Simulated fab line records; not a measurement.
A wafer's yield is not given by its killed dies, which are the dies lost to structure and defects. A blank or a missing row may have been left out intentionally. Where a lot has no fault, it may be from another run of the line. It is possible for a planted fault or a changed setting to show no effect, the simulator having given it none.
fab line records	flow nand-harc
[record] lots = 12	wafers = 36	last-day = 34
route steps=1302 shown P_BONDPAD@368 A_START@389 A_ONON_D1@430 END@1302
lots with no fault: from the same line, run without faults
start-h: start of the lot's first displayed wafer, in hours after the record's first day	wait-h: hours from the lot's prior step to this one	" same as the row above	L1.1+2: a single row standing in for several wafers	- no value, or no start given	* or withheld: withheld	< > ~ a bound
route shown NAME@n: names a module that has steps shown in the file, with the first one's number in the route	usual: the fault-free wafers' mean and standard deviation	same: alike in all rows	chamber/n: place in a boat	sites: readings site by site	_std_site: standard deviation across them	_edge_site: outer sites' mean less inner sites'	radius-mm: for every site, how far away it sits from the centre of the wafer	mask NAME#n: copy n	behind: the last tool/chamber to shape the wafer	hold: reason for holding the lot/hours on hold/outcome of the hold	device: the transistor (n, p or np) that didn't switch	end of line: the route-end tests of the same wafers	for a step that has no rows: nothing shown but its recipe	killed: dies lost to structure and defects at the first sort, not the wafer's yield	map: the dies of a wafer, with x for killed, . for not killed, _ for no die there
set.NAME: the setting the step ran with; set.NAME@STEP: the setting that earlier step ran with	model.NAME: the simulator's own value behind a step, which no gauge read
the route's steps for a sample of lots (tables are steps, rows are wafers)
services: the hour from which a tool's chamber was out of use, counted from the record's first day as start-h (under 0 if before that day), plus the number of hours and why
[[steps]]
[step NHARC_P_BONDPAD_ETCH_37]
[recipe] target-depth-a = 600	overetch-a = 180	time-s = 65.91	ion-energy-ev = 200	n2-flow-sccm = 150	h2-flow-sccm = 150	ar-flow-sccm = 0	rf-w = 400	bias-w = 150	chemistry = N2/H2
[usual] drypump-motor-current-A = 5.4/0.61	n2-flow-sccm = 150.1/0.46	oes-product-au = 0.998/0.012	rf-vpp-V = 430.3/2.6	showerhead-plenum-p-Torr = 2.03/0.091	throttle-valve-pct = 14.173/0.0087
lot.wafer	tool	chamber	start-h	wait-h	drypump-motor-current-A	n2-flow-sccm	oes-product-au	rf-hours-counter-h	rf-vpp-V	showerhead-plenum-p-Torr	throttle-valve-pct
L457.4	rie-diel-04	2	129.10	0.1	4.7	150.2	0.996	7.2	428.8	1.97	14.188
L457.6	"	3	"	"	4.7	150.4	0.998	-	432.7	2.12	14.178
L457.5	"	0	"	"	5.9	149.5	0.996	-	427.4	1.94	14.179
L459.1	rie-diel-04	3	155.41	0.1	4.7	150.9	1.000	8.8	433.8	2.12	14.179
L459.2	"	0	"	"	6.0	150.1	0.996	8.4	427.2	1.94	14.188
L459.5	"	1	"	"	4.8	150.0	1.009	-	435.0	2.18	14.169
L461.3	rie-diel-02	0	177.34	0.1	6.3	150.5	0.996	3.4	431.7	2.11	14.165
L461.1	"	2	"	"	5.1	149.7	1.015	3.7	429.6	2.02	14.149
L461.6	"	0	"	"	6.3	149.8	1.000	-	432.2	2.11	14.155
L462.3	rie-diel-02	0	181.83	0.1	6.4	150.7	0.998	3.6	432.8	2.11	14.175
L462.1	"	3	"	"	5.4	150.6	0.985	3.4	426.8	1.95	14.179
L462.5	"	0	"	"	6.3	150.0	1.003	-	432.1	2.11	14.181
L463.2	rie-diel-04	2	195.67	0.1	4.6	150.5	0.993	0.1	428.4	1.96	14.172
L463.3	"	3	"	"	4.6	149.6	0.991	0.1	433.0	2.12	14.172
L463.6	"	0	"	"	6.0	149.7	0.980	-	427.8	1.94	14.180
L466.2	rie-diel-07	3	220.55	0.1	6.2	149.7	1.006	6.3	426.8	1.94	14.187
L466.4	"	0	"	"	6.5	149.2	1.011	6.6	435.3	2.13	14.174
L466.1	"	2	"	"	5.4	150.2	0.991	5.7	434.2	2.19	14.172
L472.1	rie-diel-02	2	283.72	0.1	5.0	150.0	1.018	1.3	430.6	2.02	14.163
L472.3	"	3	"	"	5.4	150.4	0.989	1.3	428.4	1.94	14.169
L472.5	"	2	"	"	5.1	149.3	1.019	-	430.4	2.02	14.169
L473.1	rie-diel-02	0	296.87	0.1	6.3	150.0	1.024	1.6	433.0	2.11	14.180
L473.2	"	2	"	"	5.1	149.9	1.021	1.5	430.0	2.02	14.166
L473.6	"	3	"	"	5.4	149.5	0.983	-	427.8	1.94	14.188
L475.3	rie-diel-02	3	316.94	0.1	5.4	149.7	0.994	2.1	427.7	1.94	14.174
L475.2	"	0	"	"	6.4	150.2	1.021	2.3	433.2	2.11	14.174
L475.4	"	1	"	"	5.9	150.2	0.996	2.2	427.9	1.99	14.171
L477.2	rie-diel-04	0	334.52	0.1	6.0	149.9	0.992	7.4	429.1	1.94	14.169
L477.4	"	2	"	"	4.7	150.7	0.987	7.2	429.2	1.96	14.164
L477.5	"	0	"	"	5.9	149.8	0.997	-	428.8	1.94	14.167
L479.1	rie-diel-02	3	355.26	0.1	5.4	150.3	0.997	3.1	428.3	1.94	14.182
L479.2	"	0	"	"	6.3	149.9	1.015	3.3	431.6	2.11	14.167
L479.3	"	1	"	"	5.9	149.6	1.000	3.2	429.7	1.98	14.161
L480.2	rie-diel-02	2	359.35	0.1	5.0	150.6	1.011	3.5	430.0	2.02	14.177
L480.1	"	0	"	"	6.3	149.9	1.028	3.8	432.6	2.11	14.165
L480.3	"	1	"	"	5.9	150.8	0.995	3.6	429.9	1.98	14.164
[step NHARC_P_BONDPAD_PRE_CLEAN_26]
[recipe] time-s = 30	temp-c = 280	gas = H2/He
[usual] heater-power-w = 416/46	susceptor-temp-C = 280.02/0.19
lot.wafer	tool	chamber	start-h	wait-h	heater-power-w	susceptor-temp-C
L457.4	pvd-sputter-01	-	-	-	517	280.04
L457.5	"	-	"	"	455	280.40
L457.6	"	-	"	"	515	280.17
L459.1	pvd-sputter-01	-	-	-	394	280.11
L459.2	"	-	"	"	427	279.90
L459.5	"	-	"	"	425	280.10
L461.1	pvd-sputter-01	-	178.28	0.1	394	279.88
L461.3	"	-	"	"	516	280.03
L461.6	"	-	"	"	398	280.04
L462.3	pvd-sputter-02	-	-	-	400	280.06
L462.1	"	-	"	"	342	279.83
L462.5	"	-	"	"	392	280.25
L463.2	pvd-sputter-01	-	-	-	513	280.18
L463.3	"	-	"	"	460	280.11
L463.6	"	-	"	"	390	280.27
L466.1	pvd-sputter-03	-	-	-	415	279.82
L466.4	"	-	"	"	385	279.81
L466.2	"	-	"	"	411	280.07
L472.3	pvd-sputter-01	-	-	-	395	-
L472.1	"	-	"	"	451	-
L472.5	"	-	"	"	398	-
L473.1	pvd-sputter-01	-	-	-	458	280.15
L473.2	"	-	"	"	526	279.93
L473.6	"	-	"	"	405	279.90
L475.4	pvd-sputter-03	-	-	-	392	280.07
L475.2	"	-	"	"	421	280.01
L475.3	"	-	"	"	426	280.04
L477.4	pvd-sputter-02	-	-	-	331	-
L477.2	"	-	"	"	395	-
L477.5	"	-	"	"	341	-
L479.1	pvd-sputter-02	-	-	-	418	279.83
L479.2	"	-	"	"	342	280.18
L479.3	"	-	"	"	355	279.95
L480.1	pvd-sputter-03	-	-	-	387	-
L480.2	"	-	"	"	419	-
L480.3	"	-	"	"	425	-
[step NHARC_A_START_INSPECT_01]
[usual] raw-defect-count = 3.7/1.9
lot.wafer	tool	chamber	start-h	wait-h	raw-defect-count
L457.4	defect-inspect-02	-	132.03	-	4
L457.5	"	-	"	"	4
L457.6	"	-	"	"	2
L459.1	defect-inspect-02	-	158.35	-	1
L459.2	"	-	"	"	5
L459.5	"	-	"	"	1
L461.1	defect-inspect-02	-	180.51	-	3
L461.3	"	-	"	"	7
L461.6	"	-	"	"	2
L462.1	defect-inspect-02	-	184.76	-	6
L462.3	"	-	"	"	8
L462.5	"	-	"	"	4
L463.2	defect-inspect-02	-	198.90	-	3
L463.3	"	-	"	"	1
L463.6	"	-	"	"	4
L466.1	defect-inspect-02	-	223.62	-	4
L466.2	"	-	"	"	2
L466.4	"	-	"	"	4
L472.1	defect-inspect-01	-	286.65	-	3
L472.3	"	-	"	"	3
L472.5	"	-	"	"	2
L473.1	defect-inspect-02	-	299.79	-	2
L473.2	"	-	"	"	7
L473.6	"	-	"	"	1
L475.2	defect-inspect-02	-	319.87	-	4
L475.3	"	-	"	"	3
L475.4	"	-	"	"	5
L477.2	defect-inspect-02	-	337.46	-	5
L477.4	"	-	"	"	2
L477.5	"	-	"	"	1
L479.1	defect-inspect-01	-	358.23	-	3
L479.2	"	-	"	"	3
L479.3	"	-	"	"	2
L480.1	defect-inspect-02	-	362.29	-	5
L480.2	"	-	"	"	2
L480.3	"	-	"	"	6
[step NHARC_A_ONON_D1_DEP_09]
[recipe] target-thk-a = 10000	n2-flow-sccm = 2750	n2o-flow-sccm = 2000	nh3-flow-sccm = 500	sih4-flow-sccm = 210	temp-c = 400
[usual] n2-flow-sccm = 2750/7.9	susceptor-temp-C = 399.96/0.23
lot.wafer	tool	chamber	start-h	wait-h	n2-flow-sccm	susceptor-temp-C
L457.4	pecvd-onon-01	0	156.24	0.2	2749	399.76
L457.5	"	0	"	"	2749	399.71
L457.6	"	0	"	"	2740	399.89
L459.1	pecvd-onon-01	0	182.59	0.1	2760	400.01
L459.2	"	0	"	"	2760	399.86
L459.5	"	0	"	"	2734	400.05
L461.1	pecvd-onon-04	0	208.42	0.1	2751	400.16
L461.3	"	0	"	"	2757	400.19
L461.6	"	0	"	"	2752	399.96
L462.1	pecvd-onon-01	0	208.43	0.1	2740	399.64
L462.3	"	0	"	"	2744	399.97
L462.5	"	0	"	"	2751	399.85
L463.2	pecvd-onon-01	0	223.04	0.1	2757	399.86
L463.3	"	0	"	"	2733	399.90
L463.6	"	0	"	"	2758	399.83
L466.1	pecvd-onon-01	0	247.11	0.1	2760	399.57
L466.2	"	0	"	"	2752	400.15
L466.4	"	0	"	"	2749	399.87
L472.1	pecvd-onon-04	0	310.40	0.1	2753	400.07
L472.3	"	0	"	"	2760	400.02
L472.5	"	0	"	"	2758	399.81
L473.1	pecvd-onon-01	0	325.79	0.1	2748	399.91
L473.2	"	0	"	"	2750	400.11
L473.6	"	0	"	"	2752	399.98
L475.2	pecvd-onon-04	0	343.87	0.1	2743	399.90
L475.3	"	0	"	"	2752	399.53
L475.4	"	0	"	"	2756	400.07
L477.2	pecvd-onon-01	0	360.15	0.1	2759	400.03
L477.4	"	0	"	"	2750	400.33
L477.5	"	0	"	"	2753	400.24
L479.1	pecvd-onon-01	0	382.35	0.1	2761	399.91
L479.2	"	0	"	"	2757	400.10
L479.3	"	0	"	"	2768	399.46
L480.1	pecvd-onon-04	0	390.75	0.1	2749	399.81
L480.2	"	0	"	"	2741	399.77
L480.3	"	0	"	"	2744	399.51
[step NHARC_A_ONON_D1_THK_MEAS_11]
[recipe] thk-meas-gauge = ellipsometry
[usual] thk-nm = 995/10
lot.wafer	tool	chamber	start-h	wait-h	thk-nm
L457.4	film-metro-02	-	156.58	-	1013
L457.5	"	-	"	"	1012
L457.6	"	-	"	"	1011
L459.1	film-metro-01	-	183.11	-	995
L459.2	"	-	"	"	998
L459.5	"	-	"	"	999
L462.1	film-metro-02	-	208.94	-	985
L462.3	"	-	"	"	984
L462.5	"	-	"	"	983
L461.1	film-metro-01	-	208.94	-	994
L461.3	"	-	"	"	996
L461.6	"	-	"	"	995
L463.2	film-metro-02	-	223.50	-	620
L463.3	"	-	"	"	620
L463.6	"	-	"	"	620
L466.1	film-metro-02	-	247.62	-	625
L466.2	"	-	"	"	625
L466.4	"	-	"	"	626
L472.1	film-metro-02	-	310.91	-	990
L472.3	"	-	"	"	987
L472.5	"	-	"	"	989
L473.1	film-metro-02	-	326.30	-	973
L473.2	"	-	"	"	974
L473.6	"	-	"	"	975
L475.2	film-metro-02	-	344.33	-	985
L475.3	"	-	"	"	985
L475.4	"	-	"	"	984
L477.2	film-metro-01	-	360.61	-	983
L477.4	"	-	"	"	984
L477.5	"	-	"	"	985
L479.1	film-metro-01	-	382.86	-	987
L479.2	"	-	"	"	990
L479.3	"	-	"	"	989
L480.1	film-metro-01	-	391.26	-	986
L480.2	"	-	"	"	986
L480.3	"	-	"	"	987
[step NHARC_END_SORT_01]
[recipe] temp-c = 25
[usual] killed-at-array = 52/18	killed-at-other = 0.6/0.83	killed-at-periphery = 4.3/2.8	killed-dies = 57/19	killed-open = 3.4/2	killed-short = 2.5/1.7
[same] gross-dies = 677
lot.wafer	tool	chamber	start-h	wait-h	killed-at-array	killed-at-other	killed-at-periphery	killed-dies	killed-open	killed-short
L463.2	prober-02	0	612.47	2.8	673	1	3	677	2	3
L463.3	prober-02	0	613.28	3.1	670	1	6	677	4	3
L463.6	prober-02	0	615.69	4.0	676	0	1	677	1	1
L466.1	prober-01	0	639.42	2.5	674	1	2	677	3	3
L466.2	prober-01	0	640.22	2.8	674	1	2	677	2	2
L466.4	prober-01	0	641.82	3.4	674	0	3	677	4	4
// killed by level:class
L463.2 A_ONON_D1:area-dep=623 A_CHANNEL_HOLE_D2:chamber-film-flake=37 P_ZERO_WELL:chamber-film-flake=3 A_CHANNEL_HOLE_D1:chamber-film-flake=3 A_SLIT:chamber-film-flake=2 A_CONTACT:chamber-film-flake=2 A_CHANNEL_FILL_D1:geometric-particle:open=1 A_CHANNEL_FILL_D1:geometric-particle:short=1
L463.3 A_ONON_D1:area-dep=614 A_CHANNEL_HOLE_D2:chamber-film-flake=38 P_ZERO_WELL:chamber-film-flake=4 A_CONTACT:chamber-film-flake=3 A_ONON_D2:geometric-particle:short=2 P_M1:chamber-film-flake=2 A_CHANNEL_HOLE_D1:chamber-film-flake=2 A_STAIRCASE:chamber-film-flake=2
L463.6 A_ONON_D1:area-dep=630 A_CHANNEL_HOLE_D2:chamber-film-flake=34 A_CONTACT:chamber-film-flake=5 A_CHANNEL_HOLE_D1:geometric-particle:short=1 A_M0:geometric-particle:open=1 P_M1:chamber-film-flake=1 A_ZERO_WELL:chamber-film-flake=1 A_CHANNEL_HOLE_D1:chamber-film-flake=1
L466.1 A_ONON_D1:area-dep=619 A_CHANNEL_HOLE_D1:chamber-film-flake=32 A_STAIRCASE:chamber-film-flake=8 A_CHANNEL_HOLE_D2:chamber-film-flake=4 A_CONTACT:chamber-film-flake=2 A_CHANNEL_FILL_D1:geometric-particle:short=1 A_CHANNEL_FILL_D2:geometric-particle:short=1 A_WL_FILL:geometric-particle:short=1
L466.2 A_ONON_D1:area-dep=610 A_CHANNEL_HOLE_D1:chamber-film-flake=33 A_STAIRCASE:chamber-film-flake=9 A_CHANNEL_HOLE_D2:chamber-film-flake=7 A_CONTACT:chamber-film-flake=4 A_CHANNEL_FILL_D2:chamber-film-flake=3 A_ZERO_WELL:chamber-film-flake=2 A_WL_FILL:chamber-film-flake=2
L466.4 A_ONON_D1:area-dep=621 A_CHANNEL_HOLE_D1:chamber-film-flake=23 A_STAIRCASE:chamber-film-flake=10 A_CHANNEL_HOLE_D2:chamber-film-flake=6 A_DECK1_JOINT:chamber-film-flake=3 P_CONTACT:geometric-particle:open=2 A_SLIT:chamber-film-flake=2 P_GATE:geometric-particle:short=1
[[services]]
tool	chamber	start-h	hours	kind
rie-diel-07	-	117.20	9.0	pm
rie-diel-02	0	122.20	-	clean
pecvd-onon-04	-	130.00	13.0	pm
pvd-sputter-02	-	150.08	10.1	repair
rie-diel-07	-	164.94	0.4	repair
rie-diel-04	-	177.90	9.0	pm
pvd-sputter-03	-	183.25	10.0	pm
pvd-sputter-02	-	187.23	2.3	repair
rie-diel-02	-	192.16	0.3	repair
pvd-sputter-02	-	202.97	0.8	repair
rie-diel-07	2	204.64	4.7	repair
pvd-sputter-01	-	209.65	0.5	repair
rie-diel-02	-	216.70	9.0	pm
pvd-sputter-01	-	226.00	10.0	pm
pecvd-onon-01	-	269.21	13.0	pm
pvd-sputter-02	-	282.00	10.0	pm
rie-diel-04	1	282.13	8.7	repair
rie-diel-07	-	294.20	9.0	pm
pecvd-onon-04	-	311.00	13.0	pm
pvd-sputter-02	-	349.33	0.7	repair
rie-diel-04	-	355.13	9.0	pm
pvd-sputter-01	-	356.69	1.9	repair
pvd-sputter-03	-	361.25	10.0	pm
rie-diel-07	1	385.64	3.3	repair
[[key]]
[first-sign] step = NHARC_A_ONON_D1_THK_MEAS_11	reading = thk-nm	direction = down	sigmas = 37	usual = 995	struck = 623
[effect] step = NHARC_END_SORT_01	reading = killed-at-array	direction = up	sigmas = 34	usual = 52	struck = 674
[more-kills-born-at] NHARC_A_ONON_D1_DEP_09@pecvd-onon-01 = 3717
met-at NHARC_A_ONON_D1_DEP_09
struck-lots L463,L466
later-rows-left-out L463.2,L463.3,L463.6,L466.1,L466.2,L466.4
tester-left-out L463,L466
not-acting-at NHARC_P_BONDPAD_ETCH_37,NHARC_P_BONDPAD_PRE_CLEAN_26,NHARC_A_START_INSPECT_01
onset-between 208.43 223.04
[fault] kind = process-parameter-drift	tool = pecvd-onon-01	chamber = -	onset-h = 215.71	steps = NHARC_A_ONON_D1_DEP_09	channel = target-thk-a	offset = *	shape = step	end-h = 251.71	acts-in = *	stated = *
// tester-left-out: of these lots the tester's yield and bins aren't shown, on N5 and GAA mostly nor the transistor test; their killed dies are dies lost to structure and defects alone, not to doping, threshold or leakage, so they don't give the yield
// later-rows-left-out: the simulator's readings of these wafers behind a module that went badly wrong aren't trusted and aren't shown, but for the sort
